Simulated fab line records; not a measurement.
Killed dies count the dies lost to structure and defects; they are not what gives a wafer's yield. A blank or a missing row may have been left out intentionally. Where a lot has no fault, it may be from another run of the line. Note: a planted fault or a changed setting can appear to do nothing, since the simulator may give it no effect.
Matching of chambers / flow nand-harc / rie-diel-03 running NHARC_A_STAIRCASE_ETCH_13: 4 sister chambers
The step etches the open film in C4F8/O2, target depth 100 nm, time 40.5 s. 14 wafers are shown with their chamber, then 7 later ones without.

## WAFERS PAIRED WITH THEIR CHAMBERS
wafer=L983.4; chamber=1; rf-vpp-V (V)=898; oes-product-au (a.u.)=0.937
wafer=L983.5; chamber=3; rf-vpp-V (V)=891; oes-product-au (a.u.)=0.910
wafer=L983.6; chamber=0; rf-vpp-V (V)=897; oes-product-au (a.u.)=0.928
wafer=L995.1; chamber=2; rf-vpp-V (V)=903; oes-product-au (a.u.)=0.902
wafer=L995.2; chamber=1; rf-vpp-V (V)=897; oes-product-au (a.u.)=0.927
wafer=L995.4; chamber=3; rf-vpp-V (V)=892; oes-product-au (a.u.)=0.917
wafer=L999.2; chamber=1; rf-vpp-V (V)=897; oes-product-au (a.u.)=0.959
wafer=L999.3; chamber=2; rf-vpp-V (V)=901; oes-product-au (a.u.)=0.958
wafer=L999.6; chamber=0; rf-vpp-V (V)=896; oes-product-au (a.u.)=0.939
wafer=L101.3; chamber=0; rf-vpp-V (V)=896; oes-product-au (a.u.)=0.946
wafer=L101.5; chamber=0; rf-vpp-V (V)=896; oes-product-au (a.u.)=0.944
wafer=L101.6; chamber=3; rf-vpp-V (V)=891; oes-product-au (a.u.)=0.939
wafer=L103.3; chamber=0; rf-vpp-V (V)=896; oes-product-au (a.u.)=0.955
wafer=L103.5; chamber=0; rf-vpp-V (V)=896; oes-product-au (a.u.)=0.944

SIGNATURES (means of the wafers above)
reading=rf-vpp-V; chamber 0=896.17; chamber 1=897.33; chamber 2=902.00; chamber 3=891.33; scatter within a chamber=0.645
reading=oes-product-au; chamber 0=0.94267; chamber 1=0.94100; chamber 2=0.93000; chamber 3=0.92200; scatter within a chamber=0.0172
Rule: for each reading, subtract the chamber's mean from the wafer's reading, divide by that reading's scatter and square the result; add these up over the readings and take the root, which gives the wafer's distance from the chamber. The wafer belongs to the nearest chamber; if the next one is less than 2 further off, it can't be placed. The scatter: take each reading less its chamber's mean, square it, sum over the shown wafers, divide by the number of wafers less the number of chambers, and take the root.

## WAFERS MISSING THEIR CHAMBER
wafer=L103.6; rf-vpp-V (V)=896; oes-product-au (a.u.)=0.954
wafer=L104.1; rf-vpp-V (V)=890; oes-product-au (a.u.)=0.937
wafer=L104.2; rf-vpp-V (V)=896; oes-product-au (a.u.)=0.955
wafer=L104.4; rf-vpp-V (V)=898; oes-product-au (a.u.)=0.950
wafer=L105.1; rf-vpp-V (V)=891; oes-product-au (a.u.)=0.924
wafer=L105.2; rf-vpp-V (V)=899; oes-product-au (a.u.)=0.924
wafer=L105.4; rf-vpp-V (V)=896; oes-product-au (a.u.)=0.930

## WHICH CHAMBER EACH ONE RAN IN
wafer=L103.6; from the rows above=can't be placed: 0 or 1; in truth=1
wafer=L104.1; from the rows above=3; in truth=3
wafer=L104.2; from the rows above=can't be placed: 0 or 1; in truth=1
wafer=L104.4; from the rows above=can't be placed: 1 or 0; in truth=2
wafer=L105.1; from the rows above=3; in truth=3
wafer=L105.2; from the rows above=can't be placed: 1 or 0 or 2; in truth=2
wafer=L105.4; from the rows above=can't be placed: 0 or 1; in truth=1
Correctly placed: 2 of 7. Can't be placed from these rows: 5 (the true chamber is among the candidates in 4). 0 placed wrongly.
